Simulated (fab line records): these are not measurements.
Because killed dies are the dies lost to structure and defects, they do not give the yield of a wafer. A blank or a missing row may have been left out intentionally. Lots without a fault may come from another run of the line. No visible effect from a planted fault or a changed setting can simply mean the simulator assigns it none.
Split-lot experiment + flow n5-finfet + route with 1938 steps; 7 lots, 21 wafers read

## ABOUT THE SPLIT
At N5_BEOL_M9_ETCH_65 (etches SiARC in CF4, target depth 15.6 nm, time 26 s), the setting bias-w was moved away from the recipe's 36 W on 4 of the 21 wafers read, by -4.9% to +12.0%. All remaining wafers had this setting at the recipe value.

The reading comes from the split's own step.

## THE READING
rf-vpp-V, in V, at N5_BEOL_M9_ETCH_65 (etches SiARC in CF4, target depth 15.6 nm, time 26 s). Fault-free wafers of this fab line usually give 183.6 V, standard deviation 1.4 V.

| wafer  | tool, chamber at the split | bias-w as run, W | against the recipe | rf-vpp-V, V | against lot-mates on the recipe |
|--------|----------------------------|------------------|--------------------|-------------|---------------------------------|
| L077.1 | rie-diel-06, 2             | 36               | recipe             | 185.1       | -                               |
| L077.2 | rie-diel-06, 1             | 36               | recipe             | 183.5       | -                               |
| L077.3 | rie-diel-06, 0             | 36               | recipe             | 184.0       | -                               |
| L082.2 | rie-diel-05, 2             | 36               | recipe             | 181.6       | -                               |
| L082.3 | rie-diel-05, 1             | 40.32            | +12.0%             | 196.5       | +14.9                           |
| L082.6 | rie-diel-05, 0             | 40.32            | +12.0%             | 196.8       | +15.2                           |
| L084.3 | rie-diel-06, 0             | 36               | recipe             | 185.2       | -                               |
| L084.5 | rie-diel-06, 2             | 36               | recipe             | 183.5       | -                               |
| L084.6 | rie-diel-06, 1             | 36               | recipe             | 181.2       | -                               |
| L085.1 | rie-diel-05, 0             | 36               | recipe             | 183.8       | -                               |
| L085.5 | rie-diel-05, 1             | 34.25            | -4.9%              | 177.3       | -6.8                            |
| L085.6 | rie-diel-05, 0             | 36               | recipe             | 184.4       | -                               |
| L087.2 | rie-diel-06, 3             | 36               | recipe             | 185.1       | -                               |
| L087.3 | rie-diel-06, 2             | 36               | recipe             | 185.8       | -                               |
| L087.6 | rie-diel-06, 0             | 36               | recipe             | 184.4       | -                               |
| L089.2 | rie-diel-05, 3             | 38.4             | +6.7%              | 192.8       | +8.9                            |
| L089.5 | rie-diel-05, 3             | 36               | recipe             | 185.3       | -                               |
| L089.6 | rie-diel-05, 0             | 36               | recipe             | 182.6       | -                               |
| L093.2 | rie-diel-02, 2             | 36               | recipe             | 184.9       | -                               |
| L093.3 | rie-diel-02, 3             | 36               | recipe             | 183.7       | -                               |
| L093.6 | rie-diel-02, 1             | 36               | recipe             | 183.0       | -                               |

THE FIT
A straight line over all 21 wafers: rf-vpp-V changes by +1.12 V for each +1% of bias-w; r = +0.96; the points scatter about the line by 1.3 V.
The same after taking each lot's own level away (the mean of its wafers on the recipe; 21 wafers): +1.28 V for each +1%; r = +0.98; scatter 0.94 V.
On that fit, the largest move of bias-w shifts the reading by 15 V.
Across the lots, their own levels run from 181.60 to 185.10 V, a range of 2.5 times the standard deviation given above.
So the lot-to-lot level changes the slope: the two fits differ.
Check: with one of the wafers moved furthest among these (+12.0%) left out of the fit, the line predicts +15.5 V for it against its lot-mates. It came out at +14.9 V against them.
Tool readings at the split's step, against how far the setting was moved: rf-vpp-V r = +0.96.

## OTHER SPLITS APPLIED TO THESE WAFERS
These wafers also went through other splits before the reading. Each is held against what the fit with the lots' levels taken away leaves over:
| other split on the same wafers   | wafers away from the commonest value | r with rf-vpp-V (lot level and that fit taken away) |
|----------------------------------|--------------------------------------|-----------------------------------------------------|
| N5_BEOL_M5_COAT_66 spin-rpm      | 6                                    | -0.06                                               |
| N5_BEOL_M7_ILD_DEP_00 time-s     | 13                                   | +0.01                                               |
| N5_BEOL_M7_PECVD_70 time-s       | 4                                    | -0.13                                               |
| N5_BEOL_M8_DESCUM_16 time-s      | 7                                    | +0.24                                               |
| N5_BEOL_M8_TRENCH_ETCH_37 bias-w | 9                                    | +0.01                                               |
| N5_BEOL_M9_COAT_22 spin-rpm      | 4                                    | +0.39                                               |

## THE FILE'S OWN FIT
rf-vpp-V changes by +1.28 V for each +1% of bias-w, r = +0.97.
